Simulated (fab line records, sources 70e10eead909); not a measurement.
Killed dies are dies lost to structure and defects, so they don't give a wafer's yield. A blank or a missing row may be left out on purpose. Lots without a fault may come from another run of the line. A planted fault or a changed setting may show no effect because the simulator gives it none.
Which tool did it? | flow nand_harc | 6 lots, 18 wafers sampled, at 5 steps of a route of 1302

WHAT THE GAUGES READ, wafer by wafer
NHARC_END_SORT_01.
lot  | measured     | on        | defect_limited_yield (%)
L419 | day 27 01:24 | prober-01 | 96.2 96.2 96.5
L427 | day 29 18:31 | prober-01 | 0.4 89.4 0.4

WHICH TOOL RAN EACH LOT (tool, then ch and the chambers of the sampled wafers, then the start)
lot  | NHARC_A_M0_STRIP_18                | NHARC_A_M0_PVD_21                       | NHARC_A_M0_ECD_22              | NHARC_A_M0_CMP_23
L415 | rie_diel-08 ch 0,1,2, day 23 05:25 | pvd_sputter-02, day 23 06:16 or earlier | ecd_cu-01 ch 0,1, day 23 06:16 | cmp-04 ch 0,3, day 23 06:59
L419 | rie_diel-04 ch 0,3, day 24 10:31   | pvd_sputter-02, day 24 11:30 or earlier | ecd_cu-02 ch 0,1, day 24 11:30 | cmp-04 ch 0,1, day 24 12:08
L420 | rie_diel-10 ch 0,1,3, day 25 19:07 | pvd_sputter-01, day 25 20:01 or earlier | ecd_cu-01 ch 0,1, day 25 20:01 | cmp-02 ch 0,1,3, day 25 20:44
L427 | rie_diel-10 ch 0,1,3, day 28 01:55 | pvd_sputter-01, day 28 02:48 or earlier | ecd_cu-02 ch 0,1, day 28 02:48 | cmp-03 ch 2,3, day 28 03:33
L435 | rie_diel-08 ch 0,1,3, day 31 15:17 | pvd_sputter-02, day 31 16:13 or earlier | ecd_cu-02 ch 0,1, day 31 16:13 | cmp-03 ch 1,2, day 31 16:53
L437 | rie_diel-10 ch 0,1,3, day 32 16:01 | pvd_sputter-02, day 32 17:02 or earlier | ecd_cu-02 ch 0,1, day 32 17:02 | cmp-03 ch 0,2,3, day 32 17:44
- NHARC_A_M0_STRIP_18: strips in N2/H2.
- NHARC_A_M0_PVD_21: deposits Cu, target thk 30 nm, time 20.49 s.
- NHARC_A_M0_ECD_22: material Cu, target thk 400 nm.
- NHARC_A_M0_CMP_23: polishes, t overpolish 20 s, target thk 113.75 nm.

THE ANSWER, worked out from the rows above alone
Rule: what is usual is taken from the lots themselves. Put in order of their means at a reading, lots are off if they are a third of the lots or fewer, leave a main group of 4 or more, and stand apart from it by a gap of 3 or more times the standard deviation of the main group's means; of several such gaps the widest counts. A main group whose means are all the same, to the digits that the tables above print for the reading, isn't used. A lot without any number at a reading at which 4 lots or more have one is off too. The other lots that the step has rows for count as sound.
No lot is off at any reading shown: from this, nothing can be told.

WHAT THE SIMULATOR HAD PUT IN
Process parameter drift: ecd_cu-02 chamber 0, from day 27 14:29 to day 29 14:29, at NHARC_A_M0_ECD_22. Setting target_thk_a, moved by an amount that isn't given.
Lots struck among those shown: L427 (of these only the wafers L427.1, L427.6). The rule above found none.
